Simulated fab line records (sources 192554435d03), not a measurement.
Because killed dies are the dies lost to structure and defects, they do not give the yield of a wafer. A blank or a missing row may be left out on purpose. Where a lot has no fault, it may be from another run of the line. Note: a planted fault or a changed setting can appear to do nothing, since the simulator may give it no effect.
fab line records -- flow n5Finfet
record lots=6, wafers=18, lastDay=18
route steps=1938 shown BEOL_M7@1272
lots with no fault: from the same line, run without faults
startH: the number of hours between the record's first day and the start of the first shown wafer of the lot -- waitH: how many hours have passed since the lot's step before this one -- " the same as in the row above -- L1.1+2: one row covering several wafers at once -- - no value present, or no start provided -- * or withheld: withheld -- < > ~ a bound
route shown NAME@n: names a module that has steps shown in the file, with the first one's number in the route -- usual: mean/standard deviation taken from wafers without a fault -- same: alike in all rows -- chamber/n: place in a boat -- sites: readings site by site -- _std_site: standard deviation across them -- _edge_site: mean of outer sites minus mean of inner sites -- radiusMm: for every site, how far away it sits from the centre of the wafer -- mask NAME#n: copy n -- behind: the last tool/chamber to shape the wafer -- hold: reason for holding the lot/hours on hold/outcome of the hold -- device: names the non-switching transistor (n, p or np) -- end of line: the route-end tests of the same wafers -- step lacking rows: just its recipe -- killed: not the wafer's yield, but the dies lost to structure and defects at the first sort -- map: the dies of a wafer, with x for killed, . for not killed, _ for no die there
set.NAME: the run value of the setting; set.NAME@STEP: its run value at that earlier step -- model.NAME: the simulator's own value behind a step, which no gauge read
certain route steps with their lots: each step a table, each wafer a row
services: when a tool's chamber went out of use (startH, in hours from the record's first day, below 0 if earlier), for how many hours, and the reason
## steps
# step N5_BEOL_M7_SOFTBAKE_06
# recipe tempC=110, timeS=60, resist=CAR-ArF
# step N5_BEOL_M7_EXPOSE_08
# recipe maskId=M7, na=1.35, sourceShape=dipole, sigmaInner=0.817, sigmaOuter=0.97, polarization=te, doseMj=68.25
# step N5_BEOL_M7_PEB_09
# recipe pebTempC=withheld, pebTimeS=60, resist=CAR-ArF
# step N5_BEOL_M7_DEVELOP_10
# recipe developTimeS=30, developer=TMAH, resist=CAR-ArF, rinseLiquid=diw, dry=airSpin, devTempC=23
# step N5_BEOL_M7_CD_MEAS_11
# recipe targetCdNm=38.5, landingEnergyEv=500, detector=seInlens, polarity=opening
# usual cdNm=38.6/0.4
lot.wafer,tool,chamber,startH,waitH,cdNm
L161.1,cdSem-03,0,192.81,-,38.9
L161.5,cdSem-03,0,192.81,-,38.5
L161.6,cdSem-03,0,192.81,-,39.1
L164.1,cdSem-01,0,205.95,-,38.9
L164.2,cdSem-01,0,205.95,-,39.1
L164.5,cdSem-01,0,205.95,-,38.5
L165.1,cdSem-03,0,212.27,-,37.9
L165.2,cdSem-03,0,212.27,-,38.7
L165.3,cdSem-03,0,212.27,-,38.6
L173.1,cdSem-02,0,262.22,-,38.6
L173.4,cdSem-02,0,262.22,-,38.6
L173.5,cdSem-02,0,262.22,-,38.4
L174.1,cdSem-01,0,279.50,-,39.2
L174.4,cdSem-01,0,279.50,-,38.7
L174.6,cdSem-01,0,279.50,-,38.5
L184.1,cdSem-01,0,342.12,-,39.0
L184.3,cdSem-01,0,342.12,-,38.8
L184.6,cdSem-01,0,342.12,-,39.0
# step N5_BEOL_M7_OVL_MEAS_12
# recipe pointsPerWafer=44
# usual M7_OVL=0.1/0.66
lot.wafer,tool,chamber,startH,waitH,M7_OVL[nm]
L161.1,overlay-01,0,192.85,0.0,-0.4
L161.5,overlay-01,0,192.85,0.0,0.0
L161.6,overlay-01,0,192.85,0.0,-0.4
L164.1,overlay-02,0,205.98,0.0,0.5
L164.2,overlay-02,0,205.98,0.0,0.1
L164.5,overlay-02,0,205.98,0.0,0.4
L165.1,overlay-02,0,212.30,0.0,0.9
L165.2,overlay-02,0,212.30,0.0,1.8
L165.3,overlay-02,0,212.30,0.0,0.9
L173.1,overlay-02,0,262.25,0.0,-0.5
L173.4,overlay-02,0,262.25,0.0,0.9
L173.5,overlay-02,0,262.25,0.0,-0.3
L174.1,overlay-01,0,279.53,0.0,0.3
L174.4,overlay-01,0,279.53,0.0,-0.1
L174.6,overlay-01,0,279.53,0.0,-0.5
L184.1,overlay-02,0,342.15,0.0,1.0
L184.3,overlay-02,0,342.15,0.0,-0.3
L184.6,overlay-02,0,342.15,0.0,-0.3
# step N5_BEOL_M7_INSPECT_13
# recipe mode=adi, inspectInstrument=brightfield
# usual rawDefectCount=398/88
lot.wafer,tool,chamber,startH,waitH,rawDefectCount
L161.1,defectInspect-02,-,192.87,0.0,493
L161.5,defectInspect-02,-,192.87,0.0,339
L161.6,defectInspect-02,-,192.87,0.0,374
L164.1,defectInspect-01,-,206.00,0.0,278
L164.2,defectInspect-01,-,206.00,0.0,292
L164.5,defectInspect-01,-,206.00,0.0,272
L165.1,defectInspect-02,-,212.33,0.0,319
L165.2,defectInspect-02,-,212.33,0.0,443
L165.3,defectInspect-02,-,212.33,0.0,352
L173.1,defectInspect-01,-,262.27,0.0,348
L173.4,defectInspect-01,-,262.27,0.0,270
L173.5,defectInspect-01,-,262.27,0.0,436
L174.1,defectInspect-01,-,279.56,0.0,418
L174.4,defectInspect-01,-,279.56,0.0,352
L174.6,defectInspect-01,-,279.56,0.0,320
L184.1,defectInspect-02,-,342.17,0.0,377
L184.3,defectInspect-02,-,342.17,0.0,430
L184.6,defectInspect-02,-,342.17,0.0,393
# step N5_BEOL_M7_DESCUM_16
# recipe chemistry=O2, timeS=7.9, sourcePowerW=50, biasPowerW=20, pressureMtorr=20, rfFrequencyHz=2.712e+07, tempC=40, resist=CAR-ArF, o2FlowSccm=225
# usual drypumpMotorCurrentA=5.9/0.33, oesProductAu=0.80/0.091, rfVppV=243.4/1, showerheadPlenumPTorr=2.11/0.043, throttleValvePct=20.42/0.24
lot.wafer,tool,chamber,startH,waitH,drypumpMotorCurrentA,oesProductAu,rfHoursCounterH,rfVppV,showerheadPlenumPTorr,throttleValvePct
L161.1,rieDiel-05,3,193.02,0.2,6.0,0.70,224,244.2,2.16,20.43
L161.5,rieDiel-05,2,193.02,0.2,5.5,0.82,-,242.7,2.13,20.38
L161.6,rieDiel-05,1,193.02,0.2,5.9,0.87,-,244.2,2.13,20.04
L164.1,rieDiel-01,3,206.08,0.1,5.8,0.78,121,240.6,2.01,20.67
L164.2,rieDiel-01,1,206.08,0.1,5.9,0.67,240,244.4,2.05,20.39
L164.5,rieDiel-01,1,206.08,0.1,5.9,0.67,-,241.1,2.05,20.39
L165.1,rieDiel-02,0,212.36,0.0,5.4,0.80,91,244.4,2.10,20.35
L165.2,rieDiel-02,2,212.36,0.0,6.3,0.94,17,244.0,2.14,20.45
L165.3,rieDiel-02,1,212.36,0.0,6.4,0.73,185,243.5,2.07,20.67
L173.1,rieDiel-05,1,262.45,0.2,5.9,0.83,60,242.7,2.12,20.06
L173.4,rieDiel-05,2,262.45,0.2,5.5,0.80,86,245.3,2.12,20.42
L173.5,rieDiel-05,3,262.45,0.2,6.0,0.69,-,243.6,2.15,20.48
L174.1,rieDiel-01,1,279.61,0.1,5.9,0.95,8,242.7,2.05,20.11
L174.4,rieDiel-01,0,279.61,0.1,6.3,0.93,20,243.9,2.14,20.01
L174.6,rieDiel-01,3,279.61,0.1,5.8,0.77,-,242.3,2.01,20.71
L184.1,rieDiel-02,0,342.21,0.0,5.4,0.76,129,242.8,2.09,20.41
L184.3,rieDiel-02,1,342.21,0.0,6.4,0.70,224,242.2,2.06,20.72
L184.6,rieDiel-02,3,342.21,0.0,5.7,0.70,-,243.4,2.08,20.25
# step N5_BEOL_M7_ETCH_61
# recipe chemistry=CF4, target=SiARC, targetDepthA=455, maskMaterial=CAR-ArF, timeS=75.8, ionEnergyEv=80, pressureMtorr=40, sourceW=545, biasW=36, Ar_flow_sccm=100, cf4FlowSccm=100, ends=cleared
# usual drypumpMotorCurrentA=5.9/0.33, etchRfOnTimeS=75.2/1.3, oesProductAu=0.68/0.077, rfVppV=184.2/0.99, showerheadPlenumPTorr=2.16/0.038, throttleValvePct=15.60/0.25
lot.wafer,tool,chamber,startH,waitH,drypumpMotorCurrentA,etchRfOnTimeS,oesProductAu,rfHoursCounterH,rfVppV,showerheadPlenumPTorr,throttleValvePct
L161.1,rieDiel-05,3,193.06,0.0,6.0,76.9,0.59,224,183.7,2.20,15.63
L161.5,rieDiel-05,2,193.06,0.0,5.5,76.9,0.69,-,183.4,2.16,15.44
L161.6,rieDiel-05,1,193.06,0.0,5.9,75.8,0.75,-,184.6,2.18,15.25
L164.1,rieDiel-01,3,206.11,0.0,5.8,76.3,0.67,121,183.6,2.07,15.85
L164.2,rieDiel-01,1,206.11,0.0,5.9,77.7,0.58,240,183.8,2.11,15.72
L164.5,rieDiel-01,1,206.11,0.0,5.9,77.8,0.57,-,182.9,2.11,15.73
L165.1,rieDiel-02,0,212.40,0.0,5.4,74.7,0.67,91,185.0,2.16,15.57
L165.2,rieDiel-02,2,212.40,0.0,6.3,72.4,0.80,17,185.2,2.19,15.57
L165.3,rieDiel-02,1,212.40,0.0,6.3,73.5,0.63,185,184.8,2.13,15.91
L173.1,rieDiel-05,1,262.48,0.0,5.9,75.8,0.73,60,183.9,2.17,15.28
L173.4,rieDiel-05,2,262.48,0.0,5.5,75.4,0.68,86,184.5,2.16,15.47
L173.5,rieDiel-05,3,262.48,0.0,6.0,75.5,0.59,-,184.6,2.19,15.66
L174.1,rieDiel-01,1,279.65,0.0,5.9,75.5,0.81,8,183.2,2.11,15.28
L174.4,rieDiel-01,0,279.65,0.0,6.4,75.8,0.78,20,184.2,2.19,15.15
L174.6,rieDiel-01,3,279.65,0.0,5.8,76.2,0.66,-,183.0,2.06,15.90
L184.1,rieDiel-02,0,342.24,0.0,5.4,74.7,0.65,129,185.5,2.15,15.63
L184.3,rieDiel-02,1,342.24,0.0,6.4,74.7,0.60,224,185.6,2.12,15.98
L184.6,rieDiel-02,3,342.24,0.0,5.6,76.4,0.60,-,183.7,2.13,15.52
# step N5_BEOL_M7_ETCH_62
# recipe chemistry=N2/H2, target=SOC, targetDepthA=1100, overetchA=220, maskMaterial=SiARC, tempC=40, timeS=165, ionEnergyEv=200, pressureMtorr=30, sourceW=840, biasW=150, n2FlowSccm=200, h2FlowSccm=200
# usual drypumpMotorCurrentA=5.9/0.33, oesProductAu=0.68/0.073, rfVppV=524.3/1.5, showerheadPlenumPTorr=2.56/0.048, throttleValvePct=17.81/0.28
lot.wafer,tool,chamber,startH,waitH,drypumpMotorCurrentA,oesProductAu,rfHoursCounterH,rfVppV,showerheadPlenumPTorr,throttleValvePct
L161.1,rieDiel-05,3,193.11,0.0,6.0,0.59,224,530.0,2.63,17.89
L161.5,rieDiel-05,2,193.11,0.0,5.5,0.69,-,524.1,2.58,17.73
L161.6,rieDiel-05,1,193.11,0.0,5.9,0.74,-,525.0,2.58,17.37
L164.1,rieDiel-01,3,206.17,0.0,5.8,0.67,121,521.3,2.45,18.09
L164.2,rieDiel-01,1,206.17,0.0,5.9,0.58,240,522.6,2.51,17.83
L164.5,rieDiel-01,1,206.17,0.0,5.9,0.58,-,523.0,2.51,17.83
L165.1,rieDiel-02,0,212.45,0.0,5.5,0.67,91,524.3,2.57,17.81
L165.2,rieDiel-02,2,212.45,0.0,6.3,0.79,17,525.6,2.59,17.74
L165.3,rieDiel-02,1,212.45,0.0,6.4,0.61,185,522.6,2.53,18.18
L173.1,rieDiel-05,1,262.54,0.0,5.9,0.71,60,525.3,2.57,17.40
L173.4,rieDiel-05,2,262.54,0.0,5.5,0.67,86,524.4,2.57,17.76
L173.5,rieDiel-05,3,262.54,0.0,6.0,0.58,-,524.8,2.62,17.92
L174.1,rieDiel-01,1,279.71,0.0,5.9,0.80,8,522.3,2.50,17.47
L174.4,rieDiel-01,0,279.71,0.0,6.3,0.78,20,525.6,2.59,17.33
L174.6,rieDiel-01,3,279.71,0.0,5.8,0.65,-,520.6,2.44,18.14
L184.1,rieDiel-02,0,342.30,0.0,5.4,0.64,129,525.2,2.56,17.87
L184.3,rieDiel-02,1,342.30,0.0,6.4,0.59,224,523.3,2.51,18.24
L184.6,rieDiel-02,3,342.30,0.0,5.7,0.60,-,524.1,2.53,17.70
# step N5_BEOL_M7_STRIP_68
# recipe chemistry=N2/H2, tempC=40, n2FlowSccm=200, h2FlowSccm=200, rfFrequencyHz=6e+07
# step N5_BEOL_M7_STRIP_67
# recipe chemistry=CF4, resist=SiARC, powerW=300, biasPowerW=75, pressureMtorr=50, cf4FlowSccm=150, rfFrequencyHz=6e+07
# usual drypumpMotorCurrentA=5.9/0.33, oesProductAu=0.80/0.086, powerW=300.0/0.85, rfVppV=271.4/1.1, showerheadPlenumPTorr=1.81/0.031, throttleValvePct=13.57/0.26
lot.wafer,tool,chamber,startH,waitH,drypumpMotorCurrentA,oesProductAu,powerW,rfHoursCounterH,rfVppV,showerheadPlenumPTorr,throttleValvePct
L161.1,rieDiel-05,3,193.26,0.0,6.0,0.70,301.7,224,270.5,1.83,13.63
L161.5,rieDiel-05,2,193.26,0.0,5.5,0.81,299.9,-,271.0,1.81,13.40
L161.6,rieDiel-05,1,193.26,0.0,5.9,0.87,299.8,-,270.6,1.83,13.22
L164.1,rieDiel-01,3,206.31,0.0,5.8,0.78,300.7,122,268.7,1.74,13.84
L164.2,rieDiel-01,1,206.31,0.0,5.9,0.69,300.8,240,271.5,1.77,13.75
L164.5,rieDiel-01,1,206.31,0.0,5.9,0.68,300.5,-,270.5,1.77,13.74
L165.1,rieDiel-02,0,212.60,0.0,5.4,0.79,298.7,91,270.1,1.81,13.52
L165.2,rieDiel-02,2,212.60,0.0,6.3,0.92,299.3,17,271.4,1.83,13.50
L165.3,rieDiel-02,1,212.60,0.0,6.4,0.72,299.8,185,272.4,1.79,13.90
L173.1,rieDiel-05,1,262.68,0.0,5.9,0.85,299.0,60,271.9,1.82,13.25
L173.4,rieDiel-05,2,262.68,0.0,5.5,0.79,299.6,86,270.0,1.80,13.44
L173.5,rieDiel-05,3,262.68,0.0,6.0,0.69,299.9,-,271.1,1.83,13.67
L174.1,rieDiel-01,1,279.85,0.0,6.0,0.94,297.5,8,270.3,1.77,13.24
L174.4,rieDiel-01,0,279.85,0.0,6.3,0.91,300.2,20,272.6,1.83,13.13
L174.6,rieDiel-01,3,279.85,0.0,5.8,0.77,300.6,-,269.6,1.73,13.89
L184.1,rieDiel-02,0,342.44,0.0,5.4,0.76,301.2,129,270.0,1.80,13.63
L184.3,rieDiel-02,1,342.44,0.0,6.4,0.69,299.9,224,270.2,1.78,13.98
L184.6,rieDiel-02,3,342.44,0.0,5.6,0.71,301.5,-,269.2,1.79,13.50
# step N5_BEOL_M7_HM_OPEN_17
# recipe chemistry=Cl2/BCl3, targetDepthA=200, overetchA=60, target=TiN, maskMaterial=SOC, ionEnergyEv=150, pressureMtorr=10, icpW=1000, biasW=126, Cl2_flow_sccm=53.25, bcl3FlowSccm=21.75, Ar_flow_sccm=25
# usual bcl3FlowSccm=21.75/0.061, biasW=126.0/0.35, drypumpMotorCurrentA=5.7/0.57, oes_ar_750_au=0.78/0.11, oesProductAu=0.67/0.095, throttleValvePct=21.98/0.14
lot.wafer,tool,chamber,startH,waitH,bcl3FlowSccm,biasW,drypumpMotorCurrentA,oes_ar_750_au,oesProductAu,rfHoursCounterH,throttleValvePct,model.SOC_of_BEOL_M7_COAT_59.thkNm
L161.1,rieMetal-03,0,193.30,0.0,21.70,126.4,5.5,0.60,0.52,126,22.04,91.8
L161.5,rieMetal-03,0,193.30,0.0,21.73,126.2,5.5,0.60,0.52,-,22.05,91.8
L161.6,rieMetal-03,0,193.30,0.0,21.76,126.4,5.5,0.60,0.52,-,22.06,91.6
L164.1,rieMetal-01,1,206.36,0.0,-,-,-,-,-,-,-,99.8
L164.2,rieMetal-01,0,206.36,0.0,-,-,-,-,-,-,-,99.8
L164.5,rieMetal-01,0,206.36,0.0,-,-,-,-,-,-,-,99.8
L165.1,rieMetal-01,0,212.64,0.0,-,-,-,-,-,-,-,100.4
L165.2,rieMetal-01,1,212.64,0.0,-,-,-,-,-,-,-,100.2
L165.3,rieMetal-01,0,212.64,0.0,-,-,-,-,-,-,-,100.4
L173.1,rieMetal-02,1,262.73,0.0,21.84,126.2,6.0,0.89,0.75,11,21.96,91.6
L173.4,rieMetal-02,1,262.73,0.0,21.75,126.1,6.0,0.88,0.75,-,21.95,91.4
L173.5,rieMetal-02,1,262.73,0.0,21.86,126.0,6.0,0.89,0.75,-,21.97,91.6
L174.1,rieMetal-02,0,279.89,0.0,21.90,125.9,4.8,0.79,0.67,45,22.01,92
L174.4,rieMetal-02,0,279.89,0.0,21.77,125.6,4.8,0.79,0.67,-,22.01,92.2
L174.6,rieMetal-02,1,279.89,0.0,21.74,125.7,6.0,0.87,0.75,-,21.98,92.4
L184.1,rieMetal-01,1,342.49,0.0,21.75,125.8,5.2,0.75,0.64,49,21.84,91.8
L184.3,rieMetal-01,1,342.49,0.0,21.80,126.0,5.2,0.76,0.65,-,21.82,92.2
L184.6,rieMetal-01,1,342.49,0.0,21.78,125.9,5.2,0.76,0.66,-,21.83,91.8
# step N5_BEOL_M7_STRIP_19
# recipe chemistry=O2, powerW=400, tempC=40, pressureMtorr=30, rfFrequencyHz=6e+07, biasPowerW=0, overashFraction=0.2, o2FlowSccm=225
# usual drypumpMotorCurrentA=5.9/0.32, oesProductAu=0.80/0.093, rfVppV=3.7/0.64, showerheadPlenumPTorr=2.11/0.044, throttleValvePct=16.66/0.25
lot.wafer,tool,chamber,startH,waitH,drypumpMotorCurrentA,oesProductAu,rfHoursCounterH,rfVppV,showerheadPlenumPTorr,throttleValvePct
L161.1,rieDiel-01,2,193.50,0.2,5.5,0.68,216,3.1,2.16,17.01
L161.5,rieDiel-01,0,193.50,0.2,6.3,0.66,-,3.7,2.15,16.64
L161.6,rieDiel-01,1,193.50,0.2,5.9,0.68,-,4.4,2.06,16.72
L164.1,rieDiel-05,1,206.47,0.1,5.9,0.87,46,2.7,2.13,16.30
L164.2,rieDiel-05,0,206.47,0.1,6.1,0.87,49,4.2,2.14,16.79
L164.5,rieDiel-05,3,206.47,0.1,6.0,0.71,-,2.4,2.16,16.73
L165.1,rieDiel-02,3,212.75,0.1,5.6,0.74,156,3.3,2.10,16.47
L165.2,rieDiel-02,1,212.75,0.1,6.4,0.73,185,4.0,2.08,16.90
L165.3,rieDiel-02,2,212.75,0.1,6.3,0.93,17,3.5,2.14,16.64
L173.1,rieDiel-02,1,263.10,0.3,6.3,0.71,200,3.2,2.07,16.94
L173.4,rieDiel-02,2,263.10,0.3,6.3,0.90,33,4.5,2.13,16.67
L173.5,rieDiel-02,0,263.10,0.3,5.4,0.78,-,3.1,2.10,16.62
L174.1,rieDiel-05,0,280.19,0.3,6.0,0.83,72,3.7,2.13,16.82
L174.4,rieDiel-05,3,280.19,0.3,6.0,0.68,250,4.3,2.16,16.75
L174.6,rieDiel-05,3,280.19,0.3,6.0,0.68,-,3.7,2.16,16.78
L184.1,rieDiel-05,0,342.74,0.2,6.1,0.80,90,3.4,2.12,16.84
L184.3,rieDiel-05,3,342.74,0.2,6.0,0.91,12,3.8,2.15,16.33
L184.6,rieDiel-05,3,342.74,0.2,6.0,0.91,-,3.3,2.15,16.34
# step N5_BEOL_M7_CD_MEAS_18
# recipe pitchNm=80, targetCdNm=40
# usual cdNm=40.1/0.43
lot.wafer,tool,chamber,startH,waitH,cdNm
L161.1,cdSem-01,-,193.57,0.0,40.4
L161.5,cdSem-01,-,193.57,0.0,39.7
L161.6,cdSem-01,-,193.57,0.0,40.6
L164.1,cdSem-01,-,206.54,0.0,-
L164.2,cdSem-01,-,206.54,0.0,-
L164.5,cdSem-01,-,206.54,0.0,-
L165.1,cdSem-02,-,212.82,0.0,-
L165.2,cdSem-02,-,212.82,0.0,-
L165.3,cdSem-02,-,212.82,0.0,-
L173.1,cdSem-02,-,263.17,0.0,40.2
L173.4,cdSem-02,-,263.17,0.0,39.8
L173.5,cdSem-02,-,263.17,0.0,39.8
L174.1,cdSem-01,-,280.26,0.0,41.4
L174.4,cdSem-01,-,280.26,0.0,40.7
L174.6,cdSem-01,-,280.26,0.0,40.5
L184.1,cdSem-01,-,342.81,0.0,40.4
L184.3,cdSem-01,-,342.81,0.0,40.4
L184.6,cdSem-01,-,342.81,0.0,39.9
# step N5_BEOL_M7_COAT_63
# recipe resist=SOC, tempC=250, timeS=60, spinRpm=1500, resistThkNm=60
## services
tool,chamber,startH,hours,kind
rieDiel-02,3,191.01,10.1,repair
rieDiel-01,0,196.11,-,clean
rieDiel-01,0,196.11,-,consumableReplace:focusRing
rieDiel-01,0,196.11,21.7,scheduledDown
rieDiel-01,0,196.11,21.7,ventCycle
rieMetal-02,-,205.59,28.1,pm
rieDiel-05,1,210.89,6.7,repair
rieMetal-03,-,230.48,1.4,pm
rieMetal-02,-,233.69,2.8,pm
rieDiel-01,1,233.89,-,clean
rieMetal-02,0,249.11,16.4,repair
rieMetal-01,0,249.94,7.1,repair
rieDiel-02,-,275.29,0.6,repair
rieDiel-05,3,281.88,-,clean
rieDiel-05,3,281.88,-,consumableReplace:focusRing
rieDiel-05,3,281.88,15.8,scheduledDown
rieDiel-05,3,281.88,15.8,ventCycle
rieMetal-03,0,285.62,1.4,repair
rieMetal-03,-,296.71,2.8,pm
rieDiel-02,-,303.01,0.5,repair
rieMetal-01,-,307.96,1.4,pm
rieDiel-01,0,311.36,5.4,repair
rieMetal-03,1,329.18,5.2,repair
rieDiel-01,-,338.55,0.3,repair
## key
firstSign step=N5_BEOL_M7_HM_OPEN_17, reading=toolRecord, direction=missing
effect step=N5_BEOL_M7_CD_MEAS_18, reading=cdNm, direction=missing
modelEffect step=N5_BEOL_M7_HM_OPEN_17, value=SOC_of_BEOL_M7_COAT_59.thkNm, without=92.27, struck=100.1
metAt N5_BEOL_M7_HM_OPEN_17
struckWafers L164.1,L164.2,L164.5,L165.1,L165.2,L165.3
laterRowsLeftOut L164.1,L164.2,L164.5,L165.1,L165.2,L165.3
sortLeftOut L164.1,L164.2,L164.5,L165.1,L165.2,L165.3
fault kind=skippedStepWhole, tool=rieMetal-01, chamber=-, onsetH=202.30, steps=N5_BEOL_M7_HM_OPEN_17, scope=struckLotsOnly
# sortLeftOut: the simulated sort isn't trusted on such a fault, so these wafers' sort isn't shown, and their yield isn't known
# laterRowsLeftOut: the simulator's readings of these wafers behind a module that went badly wrong aren't trusted and aren't shown, but for the sort
